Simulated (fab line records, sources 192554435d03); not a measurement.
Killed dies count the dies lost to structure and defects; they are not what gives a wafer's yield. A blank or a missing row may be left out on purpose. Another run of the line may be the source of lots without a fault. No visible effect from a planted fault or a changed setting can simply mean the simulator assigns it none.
Split-lot study	flow n5-finfet	route with 1938 steps; 7 lots, 21 wafers read

## THE SPLIT ITSELF
At N5_BEOL_M11_ILD_DEP_00 (deposits SiCOH lowk from DEMS/porogen, target thk 308.51 nm, time 58 s), the setting time-s was moved away from the recipe's 58 s on 4 of the 21 wafers read, by +5.3% to +7.8%. The other wafers ran this setting at the recipe's value.

## BETWEEN THE SPLIT AND THE READING: the file shows 1 step in between
- N5_BEOL_M11_CURE_71: cures SiCOH lowk, time 240 s

## THE READING
M11_ILD_THK, in nm, at N5_BEOL_M11_THK_MEAS_01. Typical for fault-free wafers on this fab line: 268 nm, with standard deviation 3.4 nm.

wafer	tool, chamber at the split	time-s as run, s	against the recipe	M11_ILD_THK, nm	against lot-mates on the recipe
L075.2	pecvd-02, 1	58	recipe	264	-
L075.3	pecvd-02, 0	58	recipe	270	-
L075.6	pecvd-02, 0	58	recipe	269	-
L081.2	pecvd-01, 0	61.07	+5.3%	282	+16
L081.3	pecvd-01, 1	58	recipe	266	-
L081.6	pecvd-01, 0	61.07	+5.3%	290	+24
L082.2	pecvd-02, 2	58	recipe	263	-
L082.5	pecvd-02, 2	62.52	+7.8%	286	+20
L082.6	pecvd-02, 1	58	recipe	269	-
L083.2	pecvd-02, 1	58	recipe	266	-
L083.3	pecvd-02, 0	58	recipe	269	-
L083.4	pecvd-02, 0	58	recipe	270	-
L086.2	pecvd-01, 1	58	recipe	265	-
L086.3	pecvd-01, 2	58	recipe	267	-
L086.6	pecvd-01, 2	58	recipe	270	-
L089.1	pecvd-03, 1	58	recipe	270	-
L089.5	pecvd-03, 1	58	recipe	275	-
L089.6	pecvd-03, 0	58	recipe	271	-
L093.1	pecvd-01, 0	62.13	+7.1%	284	+20
L093.3	pecvd-01, 1	58	recipe	261	-
L093.4	pecvd-01, 0	58	recipe	267	-

THE FIT
A straight line over all 21 wafers: M11_ILD_THK changes by +2.67 nm for each +1% of time-s; r = +0.89; the points scatter about the line by 3.7 nm.
The same after taking each lot's own level away (the mean of its wafers on the recipe; 21 wafers): +3.02 nm for each +1%; r = +0.94; scatter 3 nm.
The reading moves by 24 nm for the largest change in time-s, on that fit.
Across the lots, their own levels run from 264.0 to 272.0 nm, a range of 2.4 times the standard deviation given above.
In other words, the slope is changed by the lot-to-lot level; the two fits disagree.
Check: +25.8 nm against its lot-mates is what the line predicts for one of the wafers moved furthest among these (+7.8%) when that wafer is left out of the fit. It came out at +20 nm against them.

## OTHER SPLITS APPLIED TO THESE WAFERS
These wafers also went through other splits before the reading. Each is held against what the fit with the lots' levels taken away leaves over:
other split on the same wafers	wafers away from the commonest value	r with M11_ILD_THK (lot level and that fit taken away)
N5_BEOL_M7_PECVD_70 time-s	7	-0.19
N5_BEOL_M7_COAT_71 spin-rpm	10	-0.22
N5_BEOL_M7_EXPOSE_25 dose-mj	7	+0.15
N5_BEOL_M8_PECVD_70 temp-c	6	+0.28
N5_BEOL_M8_DEVELOP_10 develop-time-s	5	+0.18
N5_BEOL_M9_COAT_60 spin-rpm	5	-0.14
N5_BEOL_M9_DESCUM_16 time-s	5	-0.11

## THE WHOLE CHAIN: every reading that the file lists as answering this split, in the file's order
step	what it does	reading	change (the file's fit)	r (the file's)
N5_BEOL_M11_ILD_DEP_00	deposits SiCOH lowk from DEMS/porogen, target thk 308.51 nm, time 58 s	SiCOH_lowk_of_BEOL_M11_ILD_DEP_00.thk-nm (the simulator's own value, which no gauge read)	+3.32 nm for each +1% of the setting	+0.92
N5_BEOL_M11_CURE_71	cures SiCOH lowk, time 240 s	SiCOH_lowk_of_BEOL_M11_ILD_DEP_00.thk-nm (the simulator's own value, which no gauge read)	+2.93 nm for each +1% of the setting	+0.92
N5_BEOL_M11_THK_MEAS_01		M11_ILD_THK	+2.9 for each +1% of the setting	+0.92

## THE FILE'S OWN FIT
M11_ILD_THK changes by +2.9 nm for each +1% of time-s, r = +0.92.
